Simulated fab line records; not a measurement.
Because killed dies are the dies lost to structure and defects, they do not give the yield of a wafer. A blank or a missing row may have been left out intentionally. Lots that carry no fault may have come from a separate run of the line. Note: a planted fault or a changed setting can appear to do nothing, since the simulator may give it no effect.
The tool behind it: which one?    flow n5-finfet    72 wafers from 24 lots sampled at 6 of the route's 1938 steps

## WHAT THE GAUGES SHOWED, per wafer
N5_BEOL_M8_OVL_MEAS_12. Usual: M8_OVL typically reads -0.2 nm, with standard deviation 0.85.
lot   measured      on          M8_OVL (nm)     flag
L074  day 9 21:04   overlay-01  0.4 -0.9 0.6    
L075  day 10 01:24  overlay-01  0.4 -1.6 -1.8   
L077  day 10 12:33  overlay-01  0.1 0.1 0.1     
L076  day 10 12:53  overlay-01  0.6 1.2 -0.8    
L078  day 10 22:57  overlay-02  2.1 2.0 1.1     
L079  day 10 22:55  overlay-01  -0.7 0.0 -0.5   
L080  day 10 22:59  overlay-01  -0.1 -0.5 -1.5  
L081  day 11 18:49  overlay-02  -1.1 -1.2 0.8   
L082  day 11 20:04  overlay-02  0.7 0.4 -0.2    
L083  day 12 02:03  overlay-02  -0.5 -0.1 -0.9  
L084  day 12 02:16  overlay-02  -0.3 0.7 -0.2   
L085  day 12 23:55  overlay-02  -0.7 -1.5 -1.8  
L087  day 13 00:23  overlay-01  0.8 0.2 1.0     
L088  day 13 01:26  overlay-02  -0.4 1.2 0.4    
L086  day 13 05:00  overlay-01  -0.4 0.4 -0.7   
L089  day 13 10:26  overlay-02  -0.7 0.4 -0.1   
L091  day 13 13:38  overlay-01  -0.4 -1.1 -0.8  
L090  day 14 01:40  overlay-02  -0.2 0.1 -0.6   
L092  day 14 08:16  overlay-02  -1.8 -0.4 -1.9  
L093  day 14 08:56  overlay-02  0.3 -0.6 -1.0   
L094  day 14 20:01  overlay-02  -0.5 -1.2 -0.2  
L095  day 15 04:40  overlay-02  -0.6 -0.1 -0.7  
L097  day 15 22:53  overlay-01  0.0 0.9 -0.9    
L096  day 16 01:55  overlay-01  -2.0 0.3 0.2    

N5_BEOL_M8_OVL_MEAS_29. Usual: V7_OVL typically reads -0.2 nm, with standard deviation 0.75.
lot   measured      on          V7_OVL (nm)     flag
L074  day 10 01:13  overlay-01  -1.1 -1.6 -0.6  
L075  day 10 04:45  overlay-01  -0.3 0.9 0.6    
L077  day 10 13:24  overlay-01  -0.4 -0.3 0.2   
L076  day 10 13:48  overlay-02  -0.4 -0.2 0.1   
L078  day 11 03:38  overlay-01  -1.9 -1.6 -0.8  
L079  day 11 03:44  overlay-02  0.3 -0.9 -1.1   
L080  day 11 03:46  overlay-01  -0.1 0.1 -0.4   
L081  day 12 01:11  overlay-02  -0.1 -1.2 0.8   
L082  day 12 01:13  overlay-01  0.4 0.8 0.6     
L083  day 12 07:56  overlay-01  -0.1 -0.1 0.4   
L084  day 12 07:45  overlay-01  -1.2 -0.5 -0.3  
L085  day 13 06:19  overlay-02  0.0 -0.2 -0.6   
L087  day 13 06:21  overlay-02  -0.2 -0.1 -0.3  
L088  day 13 06:47  overlay-02  -0.1 -0.1 0.5   
L086  day 13 06:59  overlay-01  -0.8 -1.1 -0.9  
L089  day 13 12:51  overlay-01  -0.2 0.0 -0.4   
L091  day 13 19:02  overlay-01  0.2 0.0 1.1     
L090  day 14 03:30  overlay-02  0.3 0.7 0.1     
L092  day 14 12:37  overlay-02  0.7 0.7 1.0     
L093  day 14 12:34  overlay-01  -0.2 1.0 0.2    
L094  day 14 23:08  overlay-02  -0.5 -0.2 -0.1  
L095  day 15 06:11  overlay-02  0.5 0.6 -0.7    
L097  day 16 01:20  overlay-02  -1.2 0.0 -1.5   
L096  day 16 04:49  overlay-01  1.1 0.5 1.4     

## WHICH TOOL RAN EACH LOT (tool, then ch and the chambers of the sampled wafers, then the start)
lot   N5_BEOL_M7_ETCH_62                  N5_BEOL_M7_SPUTTER_48         N5_BEOL_M7_DEP_56                N5_BEOL_M8_ETCH_61
L074  rie-diel-06 ch 2,3, day 9 12:07     pvd-sputter-03, day 9 17:49   pecvd-04 ch 0,2, day 9 18:56     rie-diel-05 ch 0,1, day 9 21:40
L075  rie-diel-06 ch 0,2,3, day 9 17:14   pvd-sputter-01, day 9 20:53   pecvd-01 ch 0,1, day 9 21:47     rie-diel-05 ch 0,1,2, day 10 01:46
L077  rie-diel-04 ch 2,3, day 10 05:35    pvd-sputter-02, day 10 09:26  pecvd-04 ch 0,1, day 10 10:18    rie-diel-03 ch 2,3, day 10 12:38
L076  rie-diel-04 ch 0,1,3, day 10 07:18  pvd-sputter-03, day 10 09:49  pecvd-02 ch 0,1, day 10 10:58    rie-diel-05 ch 0,1,2, day 10 12:59
L078  rie-diel-02 ch 0,2,3, day 10 12:58  pvd-sputter-01, day 10 17:35  pecvd-01 ch 0,2, day 10 18:58    rie-diel-03 ch 1,2, day 10 23:11
L079  rie-diel-04 ch 0,2, day 10 13:02    pvd-sputter-03, day 10 17:31  pecvd-01 ch 0,1, day 10 18:28    rie-diel-01 ch 1,3, day 10 23:01
L080  rie-diel-04 ch 2,3, day 10 13:17    pvd-sputter-03, day 10 18:08  pecvd-02 ch 1,2, day 10 19:01    rie-diel-03 ch 0,1, day 10 23:32
L081  rie-diel-04 ch 1,2,3, day 11 11:49  pvd-sputter-03, day 11 15:12  pecvd-01 ch 0,2, day 11 16:15    rie-diel-05 ch 1,3, day 11 18:55
L082  rie-diel-06 ch 0,2, day 11 11:57    pvd-sputter-03, day 11 17:19  pecvd-04 ch 0,2, day 11 18:16    rie-diel-05 ch 0,3, day 11 20:29
L083  rie-diel-02 ch 0,2,3, day 11 15:26  pvd-sputter-02, day 11 20:26  pecvd-01 ch 0,1, day 11 21:42    rie-diel-01 ch 1,2,3, day 12 02:08
L084  rie-diel-06 ch 0,3, day 11 15:38    pvd-sputter-02, day 11 20:40  pecvd-04 ch 0,2, day 11 22:07    rie-diel-01 ch 1,2,3, day 12 02:41
L085  rie-diel-02 ch 1,3, day 12 15:07    pvd-sputter-03, day 12 20:09  pecvd-01 ch 0,2, day 12 21:20    rie-diel-03 ch 0,2, day 13 00:00
L087  rie-diel-02 ch 0,2, day 12 17:00    pvd-sputter-03, day 12 20:19  pecvd-02 ch 0,2, day 12 21:37    rie-diel-05 ch 1,3, day 13 00:31
L088  rie-diel-06 ch 2,3, day 12 19:42    pvd-sputter-02, day 12 22:29  pecvd-01 ch 1,2, day 12 23:22    rie-diel-01 ch 0,1, day 13 01:32
L086  rie-diel-06 ch 0,2, day 12 19:59    pvd-sputter-03, day 12 23:40  pecvd-04 ch 0,1,2, day 13 00:32  rie-diel-01 ch 0,2, day 13 05:05
L089  rie-diel-02 ch 1,2,3, day 13 01:29  pvd-sputter-01, day 13 07:38  pecvd-01 ch 0,1, day 13 08:43    rie-diel-01 ch 0,1, day 13 10:49
L091  rie-diel-06 ch 0,1,3, day 13 01:55  pvd-sputter-01, day 13 08:22  pecvd-02 ch 0,2, day 13 09:14    rie-diel-05 ch 0,3, day 13 13:43
L090  rie-diel-06 ch 1,2,3, day 13 14:42  pvd-sputter-03, day 13 21:28  pecvd-04 ch 0,2, day 13 22:20    rie-diel-03 ch 1,2,3, day 14 01:45
L092  rie-diel-04 ch 0,1,2, day 14 00:10  pvd-sputter-03, day 14 04:28  pecvd-04 ch 0,1,2, day 14 05:46  rie-diel-03 ch 0,3, day 14 08:26
L093  rie-diel-06 ch 0,1,3, day 14 02:08  pvd-sputter-01, day 14 05:07  pecvd-01 ch 1,2, day 14 06:47    rie-diel-01 ch 1,3, day 14 09:02
L094  rie-diel-06 ch 0,1, day 14 12:47    pvd-sputter-03, day 14 15:29  pecvd-01 ch 0,1,2, day 14 16:54  rie-diel-05 ch 1,2,3, day 14 20:07
L095  rie-diel-04 ch 1,2,3, day 14 19:40  pvd-sputter-02, day 15 01:52  pecvd-04 ch 0,2, day 15 03:08    rie-diel-05 ch 1,2, day 15 05:14
L097  rie-diel-04 ch 1,2, day 15 12:44    pvd-sputter-02, day 15 19:33  pecvd-04 ch 0,2, day 15 20:35    rie-diel-05 ch 1,2, day 16 00:05
L096  rie-diel-04 ch 0,1,2, day 15 18:57  pvd-sputter-02, day 15 23:41  pecvd-01 ch 0,1,2, day 16 00:34  rie-diel-03 ch 1,2, day 16 03:49
- N5_BEOL_M7_ETCH_62: etches SOC in N2/H2, target depth 110 nm, overetch 22 nm, time 165 s.
- N5_BEOL_M7_SPUTTER_48: material Cu, target thk 10 nm, time 1.667 s.
- N5_BEOL_M7_DEP_56: deposits SiCN from 3MS/NH3, target thk 10 nm, time 17.5 s.
- N5_BEOL_M8_ETCH_61: etches SiARC in CF4, target depth 45.5 nm, time 75.8 s.

## WHAT THE TOOLS THEMSELVES READ (means of the sampled wafers that have a number; where no wafer has one, the mark that the record gives instead)
N5_BEOL_M7_ETCH_62. Usual: bias-w 150.0 W, standard deviation 0.5; drypump-motor-current-A 5.5 A, standard deviation 0.49; oes-product-au 0.68 a.u., standard deviation 0.072; rf-vpp-V 523.6 V, standard deviation 2.4; showerhead-plenum-p-Torr 2.53 Torr, standard deviation 0.089; throttle-valve-pct 17.9 %, standard deviation 0.3.
lot   tool         bias-w (W)  drypump-motor-current-A (A)  oes-product-au (a.u.)  rf-vpp-V (V)  showerhead-plenum-p-Torr (Torr)  throttle-valve-pct (%)  flag
L074  rie-diel-06  149.6       5.0                          0.74                   523.8         2.55                             17.8                    
L075  rie-diel-06  149.7       5.2                          0.70                   522.6         2.51                             18.0                    
L077  rie-diel-04  149.5       5.6                          0.59                   526.6         2.64                             18.1                    
L076  rie-diel-04  149.5       5.8                          0.69                   525.5         2.56                             17.8                    
L078  rie-diel-02  149.8       5.6                          0.61                   522.3         2.48                             18.0                    
L079  rie-diel-04  150.1       5.9                          0.65                   525.1         2.59                             18.3                    
L080  rie-diel-04  150.2       5.6                          0.59                   525.6         2.64                             18.1                    
L081  rie-diel-04  149.7       6.0                          0.61                   525.8         2.61                             18.0                    
L082  rie-diel-06  150.3       5.2                          0.71                   523.1         2.51                             17.9                    
L083  rie-diel-02  150.3       5.6                          0.61                   522.8         2.48                             18.0                    
L084  rie-diel-06  150.0       5.3                          0.63                   521.6         2.44                             18.2                    
L085  rie-diel-02  150.2       5.6                          0.66                   521.2         2.44                             17.7                    
L087  rie-diel-02  149.3       5.9                          0.68                   523.3         2.50                             17.9                    
L088  rie-diel-06  149.5       5.1                          0.65                   522.4         2.48                             18.1                    
L086  rie-diel-06  149.5       5.0                          0.72                   523.6         2.56                             17.8                    
L089  rie-diel-02  150.3       5.6                          0.70                   522.1         2.46                             17.7                    
L091  rie-diel-06  150.8       5.3                          0.68                   522.3         2.53                             18.0                    
L090  rie-diel-06  149.8       5.1                          0.70                   524.3         2.58                             17.9                    
L092  rie-diel-04  150.4       6.1                          0.73                   524.4         2.55                             17.9                    
L093  rie-diel-06  150.3       5.3                          0.68                   523.5         2.53                             18.0                    
L094  rie-diel-06  149.7       5.2                          0.72                   526.4         2.63                             17.8                    
L095  rie-diel-04  150.1       6.0                          0.67                   524.9         2.60                             17.9                    
L097  rie-diel-04  150.3       6.4                          0.68                   524.2         2.56                             17.7                    
L096  rie-diel-04  149.8       6.1                          0.71                   524.7         2.54                             17.9                    

N5_BEOL_M7_SPUTTER_48. Usual: chamber-pressure-pa 0.13004 Pa, standard deviation 0.00026; throttle-valve-pct 30.5 %, standard deviation 0.95.
lot   tool            chamber-pressure-pa (Pa)  throttle-valve-pct (%)  flag
L074  pvd-sputter-03  0.13020                   30.0                    
L075  pvd-sputter-01  0.13032                   30.7                    
L077  pvd-sputter-02  0.13011                   30.5                    
L076  pvd-sputter-03  0.13001                   30.3                    
L078  pvd-sputter-01  0.12991                   30.2                    
L079  pvd-sputter-03  0.13003                   30.0                    
L080  pvd-sputter-03  0.13021                   30.5                    
L081  pvd-sputter-03  0.13020                   30.5                    
L082  pvd-sputter-03  0.12987                   31.6                    
L083  pvd-sputter-02  0.13017                   30.4                    
L084  pvd-sputter-02  0.13002                   30.2                    
L085  pvd-sputter-03  0.12991                   30.7                    
L087  pvd-sputter-03  0.12972                   29.2                    
L088  pvd-sputter-02  0.12986                   30.5                    
L086  pvd-sputter-03  0.13001                   29.4                    
L089  pvd-sputter-01  0.13010                   30.8                    
L091  pvd-sputter-01  0.12995                   30.7                    
L090  pvd-sputter-03  0.13025                   29.6                    
L092  pvd-sputter-03  0.12991                   31.1                    
L093  pvd-sputter-01  0.12984                   30.9                    
L094  pvd-sputter-03  0.13028                   30.3                    
L095  pvd-sputter-02  0.13029                   30.4                    
L097  pvd-sputter-02  0.12977                   30.3                    
L096  pvd-sputter-02  0.13007                   30.6                    

N5_BEOL_M7_DEP_56. Usual: showerhead-plenum-p-Torr 3.663 Torr, standard deviation 0.013; throttle-valve-pct 8.8 %, standard deviation 0.58.
lot   tool      showerhead-plenum-p-Torr (Torr)  throttle-valve-pct (%)  flag
L074  pecvd-04  3.661                            8.5                     
L075  pecvd-01  3.662                            9.3                     
L077  pecvd-04  3.650                            8.5                     
L076  pecvd-02  3.676                            9.7                     
L078  pecvd-01  3.662                            8.1                     
L079  pecvd-01  3.659                            9.0                     
L080  pecvd-02  3.680                            9.2                     
L081  pecvd-01  3.661                            8.0                     
L082  pecvd-04  3.659                            8.4                     
L083  pecvd-01  3.660                            9.2                     
L084  pecvd-04  3.650                            8.7                     
L085  pecvd-01  3.662                            8.4                     
L087  pecvd-02  3.675                            9.3                     
L088  pecvd-01  3.659                            9.2                     
L086  pecvd-04  3.659                            8.5                     
L089  pecvd-01  3.660                            8.9                     
L091  pecvd-02  3.674                            9.2                     
L090  pecvd-04  3.654                            8.5                     
L092  pecvd-04  3.668                            8.4                     
L093  pecvd-01  3.654                            8.7                     
L094  pecvd-01  3.655                            8.8                     
L095  pecvd-04  3.656                            8.7                     
L097  pecvd-04  3.652                            8.6                     
L096  pecvd-01  3.653                            8.8                     

N5_BEOL_M8_ETCH_61. Usual: bias-w is 36.00 W with standard deviation 0.12, drypump-motor-current-A is 5.74 A with standard deviation 0.3, etch-rf-on-time-s is 73.8 s with standard deviation 2.3, oes-product-au is 0.69 a.u. with standard deviation 0.071, rf-vpp-V is 184.2 V with standard deviation 1.1, showerhead-plenum-p-Torr is 2.15 Torr with standard deviation 0.065, and throttle-valve-pct is 15.68 % with standard deviation 0.21.
lot   tool         bias-w (W)  drypump-motor-current-A (A)  etch-rf-on-time-s (s)  oes-product-au (a.u.)  rf-vpp-V (V)  showerhead-plenum-p-Torr (Torr)  throttle-valve-pct (%)  flag
L074  rie-diel-05  36.26       5.81                         74.6                   0.67                   184.2         2.13                             15.52                   
L075  rie-diel-05  36.16       5.83                         73.1                   0.72                   185.1         2.14                             15.61                   
L077  rie-diel-03  35.97       5.68                         73.3                   0.66                   183.2         2.10                             15.62                   
L076  rie-diel-05  35.99       5.84                         72.9                   0.72                   183.4         2.14                             15.63                   
L078  rie-diel-03  35.90       5.50                         74.6                   0.61                   183.5         2.04                             15.86                   
L079  rie-diel-01  35.98       5.38                         76.5                   0.74                   184.9         2.25                             15.37                   
L080  rie-diel-03  36.06       5.43                         73.4                   0.60                   183.6         2.08                             15.99                   
L081  rie-diel-05  35.85       5.66                         73.3                   0.74                   184.4         2.16                             15.57                   
L082  rie-diel-05  35.98       5.63                         72.6                   0.68                   184.1         2.10                             15.67                   
L083  rie-diel-01  36.06       5.74                         75.7                   0.72                   185.8         2.22                             15.46                   
L084  rie-diel-01  35.98       5.75                         75.0                   0.73                   185.4         2.22                             15.45                   
L085  rie-diel-03  36.04       5.65                         75.9                   0.60                   183.5         2.10                             15.84                   
L087  rie-diel-05  36.02       5.47                         71.8                   0.75                   184.2         2.12                             15.70                   
L088  rie-diel-01  36.01       6.02                         76.5                   0.64                   184.5         2.19                             15.61                   
L086  rie-diel-01  35.88       6.20                         73.9                   0.69                   183.6         2.16                             15.80                   
L089  rie-diel-01  35.99       6.01                         77.4                   0.64                   184.9         2.19                             15.63                   
L091  rie-diel-05  35.98       5.44                         72.1                   0.70                   184.3         2.08                             15.75                   
L090  rie-diel-03  36.02       5.57                         73.5                   0.70                   183.7         2.16                             15.62                   
L092  rie-diel-03  35.96       5.56                         72.8                   0.61                   185.9         2.18                             15.93                   
L093  rie-diel-01  36.00       5.68                         78.7                   0.66                   185.4         2.22                             15.44                   
L094  rie-diel-05  35.97       5.65                         72.8                   0.73                   183.3         2.12                             15.77                   
L095  rie-diel-05  35.88       5.83                         73.8                   0.71                   184.0         2.16                             15.65                   
L097  rie-diel-05  36.15       5.84                         74.4                   0.70                   184.6         2.16                             15.67                   
L096  rie-diel-03  35.88       5.49                         73.7                   0.72                   183.6         2.19                             15.66                   

## THE ANSWER, worked out from the rows above alone
Rule: a lot counts as off when the mean over its wafers that have a number is more than 3 standard deviations away from the usual mean. Also off: a lot with no number at a reading for which 4 or more lots have one. The other lots that the step has rows for count as sound. Order of review: gauges by route order, followed by the tools' own readings, for which a lot's mean as printed above is used. The first step at which some lot is off is used, and at that step the reading that is off furthest; a lot without a number counts as furthest.
No lot is off on any of the readings shown, so nothing can be concluded from this.

## WHAT THE SIMULATOR HAD INSERTED
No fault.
